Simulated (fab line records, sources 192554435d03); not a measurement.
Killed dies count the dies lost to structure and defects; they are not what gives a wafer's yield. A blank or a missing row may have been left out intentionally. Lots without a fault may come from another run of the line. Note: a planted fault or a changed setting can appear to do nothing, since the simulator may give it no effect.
fab line records + flow n5_finfet
record:
- lots: 4
- wafers: 12
- last_day: 18
route steps=1938 shown BEOL_M6@1204 PASSIVATION@1936
lots that met no fault: taken from a fault-free run of the same line
start_h: hours from the record's opening day to when the first of the lot's shown wafers began + wait_h: hours since the lot's step before + " as in the row above + L1.1+2: several wafers, shown together as one row + - value missing, or start not given + * or withheld: withheld + < > ~ a bound
route shown NAME@n: names a module that has steps shown in the file, with the first one's number in the route + usual: mean/standard deviation of fault-free wafers + same: alike in all rows + chamber/n: place in a boat + sites: the reading at each site + _std_site: how widely they spread, as a standard deviation + _edge_site: the outer-site mean with the inner-site mean subtracted + radius_mm: for every site, how far away it sits from the centre of the wafer + mask NAME#n: copy n + behind: the most recent tool/chamber to have shaped the wafer + hold: what put the lot on hold/how long, in hours/how the hold closed + device: the n, p or np transistor that did not switch + end of line: tests run on the same wafers once the route is complete + for a step that has no rows: nothing shown but its recipe + killed: not the wafer's yield, but the dies lost to structure and defects at the first sort + map: a wafer's dies, x killed, . not, _ none there
set.NAME: the setting that was run; set.NAME@STEP: the one run at that earlier step + model.NAME: the simulator's own value behind a step, which no gauge read
certain route steps with their lots: each step a table, each wafer a row
services: the hour from which a tool's chamber was out of use, counted from the record's first day as start_h (under 0 if before that day), plus the number of hours and why
== steps ==
step: N5_BEOL_M6_EXPOSE_08
recipe:
- mask_id: M6
- na: 1.35
- source_shape: dipole
- sigma_inner: 0.817
- sigma_outer: 0.97
- polarization: te
- dose_mj: 68.25
step: N5_BEOL_M6_PEB_09
recipe:
- peb_temp_c: withheld
- peb_time_s: 60
- resist: CAR-ArF
step: N5_BEOL_M6_DEVELOP_10
recipe:
- develop_time_s: 30
- developer: TMAH
- resist: CAR-ArF
- rinse_liquid: diw
- dry: air_spin
- dev_temp_c: 23
step: N5_BEOL_M6_DESCUM_16
recipe:
- chemistry: O2
- time_s: 7.9
- source_power_w: 50
- bias_power_w: 20
- pressure_mtorr: 20
- rf_frequency_hz: 2.712e+07
- temp_c: 40
- resist: CAR-ArF
- o2_flow_sccm: 225
step: N5_BEOL_M6_ETCH_61
recipe:
- chemistry: CF4
- target: SiARC
- target_depth_a: 455
- mask_material: CAR-ArF
- time_s: 75.8
- ion_energy_ev: 80
- pressure_mtorr: 40
- source_w: 545
- bias_w: 36
- Ar_flow_sccm: 100
- cf4_flow_sccm: 100
- ends: cleared
step: N5_BEOL_M6_ETCH_62
recipe:
- chemistry: N2/H2
- target: SOC
- target_depth_a: 1100
- overetch_a: 220
- mask_material: SiARC
- temp_c: 40
- time_s: 165
- ion_energy_ev: 200
- pressure_mtorr: 30
- source_w: 840
- bias_w: 150
- n2_flow_sccm: 200
- h2_flow_sccm: 200
step: N5_BEOL_M6_STRIP_68
recipe:
- chemistry: N2/H2
- temp_c: 40
- n2_flow_sccm: 200
- h2_flow_sccm: 200
- rf_frequency_hz: 6e+07
step: N5_BEOL_M6_STRIP_67
recipe:
- chemistry: CF4
- resist: SiARC
- power_w: 300
- bias_power_w: 75
- pressure_mtorr: 50
- cf4_flow_sccm: 150
- rf_frequency_hz: 6e+07
step: N5_BEOL_M6_HM_OPEN_17
recipe:
- chemistry: Cl2/BCl3
- target_depth_a: 200
- overetch_a: 60
- target: TiN
- mask_material: SOC
- ion_energy_ev: 150
- pressure_mtorr: 10
- icp_w: 1000
- bias_w: 126
- Cl2_flow_sccm: 53.25
- bcl3_flow_sccm: 21.75
- Ar_flow_sccm: 25
step: N5_BEOL_M6_STRIP_19
recipe:
- chemistry: O2
- power_w: 400
- temp_c: 40
- pressure_mtorr: 30
- rf_frequency_hz: 6e+07
- bias_power_w: 0
- overash_fraction: 0.2
- o2_flow_sccm: 225
usual:
- drypump_motor_current_A: 5.7/0.46
- oes_product_au: 0.79/0.087
- rf_vpp_V: 3.6/0.63
- showerhead_plenum_p_Torr: 2.12/0.049
- throttle_valve_pct: 16.68/0.21
| lot.wafer | tool        | chamber | start_h | wait_h | drypump_motor_current_A | oes_product_au | rf_hours_counter_h | rf_vpp_V | showerhead_plenum_p_Torr | throttle_valve_pct |
|-----------|-------------|---------|---------|--------|-------------------------|----------------|--------------------|----------|--------------------------|--------------------|
| L426.2    | rie_diel-02 | 3       | 253.43  | 0.1    | 6.3                     | 0.88           | 43                 | 3.2      | 2.22                     | 16.54              |
| L426.3    | "           | 1       | "       | "      | 5.0                     | 0.68           | 251                | 5.0      | 2.07                     | 16.85              |
| L426.4    | "           | 3       | "       | "      | 6.4                     | 0.88           | -                  | 3.4      | 2.22                     | 16.53              |
| L434.1    | rie_diel-02 | 1       | 305.21  | 0.4    | 5.0                     | 0.99           | 1                  | 3.5      | 2.06                     | 16.37              |
| L434.2    | "           | 2       | "       | "      | 5.8                     | 0.81           | 91                 | 3.1      | 2.12                     | 16.67              |
| L434.4    | "           | 0       | "       | "      | 5.2                     | 0.89           | 17                 | 4.1      | 2.15                     | 16.61              |
| L436.2    | rie_diel-02 | 0       | 320.67  | 0.1    | 5.2                     | 0.89           | 22                 | 3.4      | 2.14                     | 16.64              |
| L436.4    | "           | 2       | "       | "      | 5.8                     | 0.80           | 98                 | 3.8      | 2.12                     | 16.68              |
| L436.6    | "           | 1       | "       | "      | 5.0                     | 0.94           | -                  | 4.3      | 2.06                     | 16.37              |
| L440.3    | rie_diel-06 | 3       | 343.58  | 0.1    | 5.8                     | 0.69           | 234                | 3.3      | 2.08                     | 16.96              |
| L440.4    | "           | 1       | "       | "      | 5.7                     | 0.79           | -                  | 3.1      | 2.09                     | 16.40              |
| L440.6    | "           | 0       | "       | "      | 5.8                     | 0.82           | -                  | 3.9      | 2.11                     | 16.63              |
step: N5_BEOL_M6_COAT_63
recipe:
- resist: SOC
- temp_c: 250
- time_s: 60
- spin_rpm: 1500
- resist_thk_nm: 60
step: N5_BEOL_M6_COAT_64
recipe:
- resist: SiARC
- temp_c: 220
- time_s: 60
- spin_rpm: 1500
- resist_thk_nm: 12
step: N5_BEOL_M6_COAT_71
recipe:
- resist: underlayer
- temp_c: 205
- time_s: 60
- spin_rpm: 1500
- resist_thk_nm: 5
step: N5_BEOL_M6_COAT_22
recipe:
- resist: CAR-EUV
- spin_rpm: 1500
- resist_thk_nm: 30
step: N5_BEOL_M6_EBR_24
recipe:
- solvent: PGMEA
- ebr_width_mm: 1.5
step: N5_BEOL_M6_SOFTBAKE_23
recipe:
- temp_c: 110
- time_s: 60
- resist: CAR-EUV
step: N5_BEOL_M6_EXPOSE_25
recipe:
- mask_id: V5
- na: 0.33
- source_shape: annular
- sigma_inner: 0.4
- sigma_outer: 0.8
- polarization: unpolarized
- target_cd_nm: 40
- dose_mj: 45
step: N5_BEOL_M6_PEB_26
recipe:
- peb_temp_c: 100
- peb_time_s: 60
- resist: CAR-EUV
step: N5_BEOL_M6_DEVELOP_27
recipe:
- develop_time_s: 30
- developer: TMAH
- resist: CAR-EUV
- rinse_liquid: surfactant_rinse
- dry: air_spin
- dev_temp_c: 23
step: N5_BEOL_M6_INSPECT_30
recipe:
- mode: adi
- inspect_instrument: brightfield
usual:
- raw_defect_count: 431/98
| lot.wafer | tool              | chamber | start_h | wait_h | raw_defect_count |
|-----------|-------------------|---------|---------|--------|------------------|
| L426.2    | defect_inspect-01 | -       | 253.90  | 0.0    | 369              |
| L426.3    | "                 | -       | "       | "      | 475              |
| L426.4    | "                 | -       | "       | "      | 651              |
| L434.1    | defect_inspect-01 | -       | 310.17  | 0.1    | 321              |
| L434.2    | "                 | -       | "       | "      | 1506             |
| L434.4    | "                 | -       | "       | "      | 319              |
| L436.2    | defect_inspect-01 | -       | 323.61  | 0.0    | 535              |
| L436.4    | "                 | -       | "       | "      | 1472             |
| L436.6    | "                 | -       | "       | "      | 356              |
| L440.3    | defect_inspect-01 | -       | 344.91  | 0.0    | 619              |
| L440.4    | "                 | -       | "       | "      | 585              |
| L440.6    | "                 | -       | "       | "      | 547              |
step: N5_BEOL_M6_DESCUM_33
recipe:
- chemistry: O2
- time_s: 7
- source_power_w: 50
- bias_power_w: 20
- pressure_mtorr: 20
- rf_frequency_hz: 2.712e+07
- temp_c: 40
- resist: CAR-EUV
- o2_flow_sccm: 225
step: N5_PASSIVATION_PROBE_49
usual:
- defect_limited_yield: 91.6/1.4
- killed_at_M0_to_M3: 33/10
- killed_at_M4_up: 13/5.3
- killed_at_contacts: 13/5.9
- killed_at_front_end: 36/12
- killed_at_other: 4/3.1
- killed_dies: 99/16
- killed_open: 65/13
- killed_short: 32/7.3
- sort_bin_5_function: 4.9/0.9
- sort_bin_6_memory: 3.1/0.66
- sort_n_pass: 1081/17
- sort_yield_pct: 91.6/1.4
same:
- gross_dies: 1180
- killed_at_back_side: 0
- sort_bin_4_leakage[%]: 0
- sort_bin_8_speed[%]: 0
| lot.wafer | tool      | chamber | start_h | wait_h | defect_limited_yield[%] | killed_at_M0_to_M3 | killed_at_M4_up | killed_at_contacts | killed_at_front_end | killed_at_other | killed_dies | killed_open | killed_short | sort_bin_5_function[%] | sort_bin_6_memory[%] | sort_n_pass | sort_yield_pct[%] |
|-----------|-----------|---------|---------|--------|-------------------------|--------------------|-----------------|--------------------|---------------------|-----------------|-------------|-------------|--------------|------------------------|----------------------|-------------|-------------------|
| L434.2    | prober-01 | -       | 397.97  | 0.1    | 88.2                    | 13                 | 68              | 17                 | 40                  | 1               | 139         | 56          | 27           | 6.8                    | 2.8                  | 1041        | 88.2              |
| L436.4    | prober-02 | -       | 414.62  | 0.2    | 86.7                    | 39                 | 68              | 10                 | 35                  | 5               | 157         | 72          | 29           | 6.9                    | 4.3                  | 1023        | 86.7              |
killed by level:class
L434.2 BEOL_M6:unspecified=56 MOL_CONTACT_COAG:geometric_particle:open=12 DUMMY_GATE:geometric_particle:open=8 BEOL_M1:geometric_particle:open=7 STI_FIN_REVEAL:geometric_particle:open=6 GATE_CUT:geometric_particle:short=6 FIN_SAQP:geometric_particle:open=5 MOL_CONTACT_COAG:geometric_particle:short=5
L436.4 BEOL_M6:unspecified=56 STI_FIN_REVEAL:geometric_particle:open=10 MOL_CONTACT_COAG:geometric_particle:open=9 BEOL_M2:geometric_particle:open=9 BEOL_M1:geometric_particle:open=7 FIN_SAQP:geometric_particle:short=5 BEOL_M0_SAQP:geometric_particle:short=5 BEOL_M0_SAQP:geometric_particle:open=5
map L434.2 (x killed, . not)
_________________............________________
______________.................._____________
___________........................__________
__________............x......x......_________
________..x..........................._______
_______.....x..............x.....x.....______
______....x...x......x..xx.............._____
_____...................x..x..x.....x....____
____xxx....x...............x..............___
___xxxx..x..........x.....x................__
___xxxx.x...........xx..x..................__
__xxxxx..............................x.x...._
__xxxxx..........x.........x...........x...._
_xxxxxxxx...........x..................x.....
_xxxxxx.....x.x.....x.........x..............
_xxxxxxx.....x.x......x.........x............
_xxxxxx...........x.......x.....x...x........
_xxxx.xx.....................................
_xx.x................x...x...........x.......
_xx...x..x................x..................
_..x..x.x....................................
__..........x........x.x..............x....._
__..................x.....xx......x....x...._
___..x......x...........................x..__
___........................................__
____....x............x.............x......___
_____.......................x............____
______......x............x.......x......_____
_______....................x...........______
________..x...........x..............._______
__________.x..............x........._________
___________..x.....................__________
______________......x....x......_____________
_________________....x.......________________
map L436.4 (x killed, . not)
_________________...x........________________
______________..x.x...x........._____________
___________..........x.........x...__________
__________.....................x...._________
________.......x....x................._______
_______...xx....................x....x.______
______.......x.x........................_____
_____...x.........x...x..................____
____xxx....x......................x...x...___
___xxxxx..............x.x...........x..x...__
___xxxxx..............................x.x..__
__xxxxxx.........xx..x.x.................x.._
__xxxxxx....x.........xx..................x._
_xxxxxx.............x.xx.....................
_xxxxxxx............x............x...........
_xxxxx..x..x.x..........................x....
_xxxxx..x.......x...x........................
_xxx....x.x..................x........x....x.
_xx.................x..x.............x.......
_x.........................x.....x...x.x.....
_..x.............x.............xx..x..x..x...
__...........x....x....x.............x......_
__.x.x............x.........x...x.x..x.xx..x_
___............x......x..................x.__
___.....x...........x.....x..x.x...........__
____........................x.............___
_____..xx..x............x.x..............____
______.................................._____
_______....................x...........______
________x..x.......x.....x............_______
__________...x......................_________
___________.......................x__________
______________.................._____________
_________________.......x....________________
== services ==
| tool        | chamber | start_h | hours | kind                          |
|-------------|---------|---------|-------|-------------------------------|
| rie_diel-02 | 0       | 233.99  | 1.9   | repair                        |
| rie_diel-02 | 0       | 250.82  | -     | clean                         |
| rie_diel-02 | 0       | 250.82  | -     | consumable_replace:focus_ring |
| rie_diel-02 | 0       | 250.82  | 18.0  | scheduled_down                |
| rie_diel-02 | 0       | 250.82  | 18.0  | vent_cycle                    |
| rie_diel-02 | 1       | 269.00  | -     | clean                         |
| rie_diel-02 | 1       | 269.00  | -     | consumable_replace:focus_ring |
| rie_diel-02 | 1       | 269.00  | 33.2  | scheduled_down                |
| rie_diel-02 | 1       | 269.00  | 33.2  | vent_cycle                    |
| rie_diel-02 | 2       | 274.60  | 2.7   | repair                        |
| rie_diel-06 | 2       | 318.16  | 10.9  | repair                        |
== key ==
first_sign:
- step: N5_BEOL_M6_INSPECT_30
- reading: raw_defect_count
- direction: up
- sigmas: 11
- usual: 431
- struck: 1489
effect:
- step: N5_PASSIVATION_PROBE_49
- reading: killed_at_M4_up
- direction: up
- sigmas: 10
- usual: 13
- struck: 68
more_kills_born_at:
- N5_BEOL_M6_STRIP_19@rie_diel-02: 112
met_at N5_BEOL_M6_STRIP_19
struck_wafers L434.2,L436.4
fault:
- kind: chamber_particle_source
- tool: rie_diel-02
- chamber: 2
- onset_h: 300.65
- steps: N5_BEOL_M6_STRIP_19
- rate_per_visit_cm2: 1.7858
- end_h: 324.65
